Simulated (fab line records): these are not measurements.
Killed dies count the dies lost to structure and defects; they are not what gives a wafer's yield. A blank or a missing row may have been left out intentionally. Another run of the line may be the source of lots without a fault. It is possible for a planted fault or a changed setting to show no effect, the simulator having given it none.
Which tool did it? + flow nand_harc + 33 wafers from 11 lots sampled at 4 of the route's 1302 steps

== WHAT EACH GAUGE READ, for each wafer ==
NHARC_P_STI_OVL_MEAS_10.
| lot  | measured     | on         | overlay_x_nm (nm) |
|------|--------------|------------|-------------------|
| L900 | day 4 10:21  | overlay-01 | -11 -11 -11       |
| L901 | day 4 22:37  | overlay-01 | 4 4 4             |
| L905 | day 6 13:11  | overlay-01 | 15 15 15          |
| L907 | day 7 09:41  | overlay-01 | 22 22 22          |
| L908 | day 7 21:13  | overlay-01 | 15 15 15          |
| L909 | day 8 05:31  | overlay-01 | 21 22 22          |
| L913 | day 9 21:04  | overlay-02 | 2 2 2             |
| L914 | day 10 09:52 | overlay-01 | -6 -6 -7          |
| L915 | day 10 18:50 | overlay-01 | -9 -9 -10         |
| L916 | day 11 07:55 | overlay-02 | 2 2 2             |
| L917 | day 11 15:56 | overlay-01 | -7 -7 -7          |

== EACH LOT AND THE TOOL THAT RAN IT (in order: tool; ch and the chambers of the sampled wafers; start) ==
| lot  | NHARC_P_ZERO_WELL_DESCUM_13        | NHARC_P_ZERO_WELL_ETCH_65         | NHARC_P_STI_EXPOSE_06             |
|------|------------------------------------|-----------------------------------|-----------------------------------|
| L900 | rie_diel-07 ch 0,2,3, day 3 13:26  | rie_diel-07 ch 1,2, day 3 13:31   | krf_scanner-03 ch 0, day 4 10:07  |
| L901 | rie_diel-12 ch 0,1, day 3 23:23    | rie_diel-12 ch 1,2, day 3 23:29   | krf_scanner-03 ch 0, day 4 22:22  |
| L905 | rie_diel-07 ch 0,2,3, day 5 15:25  | rie_diel-07 ch 0,2, day 5 15:30   | krf_scanner-03 ch 0, day 6 12:58  |
| L907 | rie_diel-12 ch 0,2, day 6 11:27    | rie_diel-12 ch 1,2,3, day 6 11:33 | krf_scanner-03 ch 0, day 7 09:26  |
| L908 | rie_diel-04 ch 0,2,3, day 6 21:26  | rie_diel-04 ch 0,1,3, day 6 22:16 | krf_scanner-03 ch 0, day 7 20:58  |
| L909 | rie_diel-12 ch 0,1,2, day 7 07:23  | rie_diel-12 ch 0,2,3, day 7 07:29 | krf_scanner-03 ch 0, day 8 05:17  |
| L913 | rie_diel-07 ch 0,1,2, day 8 23:25  | rie_diel-07 ch 1,2, day 8 23:29   | krf_scanner-01 ch 0, day 9 20:50  |
| L914 | rie_diel-12 ch 0,1,2, day 9 09:24  | rie_diel-12 ch 0,1,3, day 9 09:32 | krf_scanner-02 ch 0, day 10 09:38 |
| L915 | rie_diel-07 ch 0,1,2, day 9 19:24  | rie_diel-07 ch 1,2,3, day 9 19:37 | krf_scanner-01 ch 0, day 10 18:36 |
| L916 | rie_diel-07 ch 0,2,3, day 10 05:27 | rie_diel-07 ch 1,2, day 10 06:16  | krf_scanner-01 ch 0, day 11 07:41 |
| L917 | rie_diel-12 ch 0,2,3, day 10 15:32 | rie_diel-12 ch 1,2, day 10 15:36  | krf_scanner-01 ch 0, day 11 15:43 |
- NHARC_P_ZERO_WELL_DESCUM_13: chemistry O2, time 3 s.
- NHARC_P_ZERO_WELL_ETCH_65: etches the open film in N2/H2, target depth 80 nm, overetch 24 nm, time 87.88 s.
- NHARC_P_STI_EXPOSE_06: exposes mask P STI, target cd 200 nm.

== THE ANSWER, worked out from the rows above alone ==
Rule: the usual values come from the lots themselves. The widest of any qualifying gaps counts: lots, ordered by their means at a reading, are off when they make up no more than a third of the lots, leave a main group of 4 or more, and stand apart from it by 3 or more times the standard deviation of that group's means. Not used: any main group whose means are identical at the precision the tables above print for the reading. Also off: a lot with no number at a reading for which 4 or more lots have one. Any other lot the step has rows for is counted as sound.
No lot is off at any reading shown: from this, nothing can be told.

== WHAT THE SIMULATOR HAD INSERTED ==
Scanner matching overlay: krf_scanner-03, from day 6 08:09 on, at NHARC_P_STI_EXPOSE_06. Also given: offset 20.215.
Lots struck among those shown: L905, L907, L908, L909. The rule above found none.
